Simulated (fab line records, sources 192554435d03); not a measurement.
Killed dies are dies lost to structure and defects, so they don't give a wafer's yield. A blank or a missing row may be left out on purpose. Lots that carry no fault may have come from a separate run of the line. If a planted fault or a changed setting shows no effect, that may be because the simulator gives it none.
Split-lot study	flow n5Finfet	7 lots, 21 wafers read, on a route of 1938 steps

== THE SPLIT ITSELF ==
At N5_HKMG_FIN_ETCH_55 (etches SOC in N2/H2, target depth 240 nm, time 300 s), the setting timeS was moved away from the recipe's 300 s on 8 of the 21 wafers read, by -21.1% to +19.5%. This setting was run at the recipe's value on the other wafers.

Reading taken at the split's own step.

== THE READING ==
SiARC_of_HKMG_FIN_COAT_42.thkNm (the simulator's own value, which no gauge read), in nm, at N5_HKMG_FIN_ETCH_55 (etches SOC in N2/H2, target depth 240 nm, time 300 s). The file gives no usual value for it. Here, 13 wafers ran the recipe; their average is 21.2 nm with a standard deviation of 0.14 nm.

wafer	tool, chamber at the split	timeS as run, s	against the recipe	SiARC_of_HKMG_FIN_COAT_42.thkNm, nm	against lot-mates on the recipe
L080.1	rieDiel-04, 0	300	recipe	21	-
L080.4	rieDiel-04, 1	248.2	-17.3%	23.6	+2.6
L080.6	rieDiel-04, 3	248.2	-17.3%	23.4	+2.4
L081.3	rieDiel-04, 0	300	recipe	21.2	-
L081.4	rieDiel-04, 1	300	recipe	21.4	-
L081.5	rieDiel-04, 0	251.6	-16.1%	23.4	+2.1
L085.3	rieDiel-04, 2	358.5	+19.5%	18.8	-2.4
L085.4	rieDiel-04, 1	358.5	+19.5%	18.4	-2.8
L085.5	rieDiel-04, 2	300	recipe	21.2	-
L089.2	rieDiel-04, 3	300	recipe	21.2	-
L089.4	rieDiel-04, 1	300	recipe	21.4	-
L089.5	rieDiel-04, 0	236.6	-21.1%	24	+2.7
L092.1	rieDiel-05, 0	271.7	-9.4%	22.6	+1.4
L092.4	rieDiel-05, 3	300	recipe	21.2	-
L092.6	rieDiel-05, 0	300	recipe	21.2	-
L094.3	rieDiel-03, 0	300	recipe	21.4	-
L094.4	rieDiel-03, 2	300	recipe	21	-
L094.5	rieDiel-03, 1	300	recipe	21.2	-
L095.3	rieDiel-04, 2	300	recipe	21.4	-
L095.4	rieDiel-04, 2	300	recipe	21.4	-
L095.5	rieDiel-04, 0	262.7	-12.4%	22.8	+1.4

FIT RESULTS
A straight line over all 21 wafers: SiARC_of_HKMG_FIN_COAT_42.thkNm changes by -0.133 nm for each +1% of timeS; r = -1.00; the points scatter about the line by 0.14 nm.
The same after taking each lot's own level away (the mean of its wafers on the recipe; 21 wafers): -0.134 nm for each +1%; r = -0.99; scatter 0.15 nm.
On that fit, the largest move of timeS shifts the reading by 2.8 nm.
Measured against the standard deviation above, the lots' own levels, which go from 21.00 to 21.40 nm, span 2.9 times it.
Hence the lot-to-lot level has little effect on the slope; both slopes agree.
Check: +2.87 nm against its lot-mates is what the line predicts for one of the wafers moved furthest among these (-21.1%) when that wafer is left out of the fit. It came out at +2.7 nm against them.

== FURTHER SPLITS ON THESE WAFERS ==
Note: prior to the reading, these wafers also went through further splits. Each is held against what the fit with the lots' levels taken away leaves over:
other split on the same wafers	wafers away from the commonest value	r with SiARC_of_HKMG_FIN_COAT_42.thkNm (lot level and that fit taken away)
N5_WELL_APT_COAT_02 spinRpm	9	-0.30
N5_PMOS_HMC_CHANNEL_EPI_EXPOSE_06 doseMj	5	+0.19
N5_PMOS_HMC_CHANNEL_EPI_DEVELOP_08 developTimeS	8	-0.08
N5_FIN_SAQP_SPACER2_ALD_28 tempC	7	+0.24
N5_DUMMY_GATE_COAT_28 spinRpm	6	+0.16
N5_DUMMY_GATE_DESCUM_20 timeS	2	+0.22
N5_SD_EPI_P_COAT_35 spinRpm	4	+0.21

== THE WHOLE CHAIN: every reading that the file lists as answering this split, in the file's order ==
step	what it does	reading	change (the file's fit)	r (the file's)
N5_HKMG_FIN_ETCH_55	etches SOC in N2/H2, target depth 240 nm, time 300 s	etch.depthNm (the simulator's own value, which no gauge read)	+2.41 nm for each +1% of the setting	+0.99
N5_HKMG_FIN_ETCH_55	etches SOC in N2/H2, target depth 240 nm, time 300 s	HKMG_FIN.featureDepthNm (the simulator's own value, which no gauge read)	+2.41 nm for each +1% of the setting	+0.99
N5_HKMG_FIN_ETCH_55	etches SOC in N2/H2, target depth 240 nm, time 300 s	SiARC_of_HKMG_FIN_COAT_42.thkNm (the simulator's own value, which no gauge read)	-0.132 nm for each +1% of the setting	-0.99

== FILE'S OWN FIT ==
SiARC_of_HKMG_FIN_COAT_42.thkNm changes by -0.132 nm for each +1% of timeS, r = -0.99.
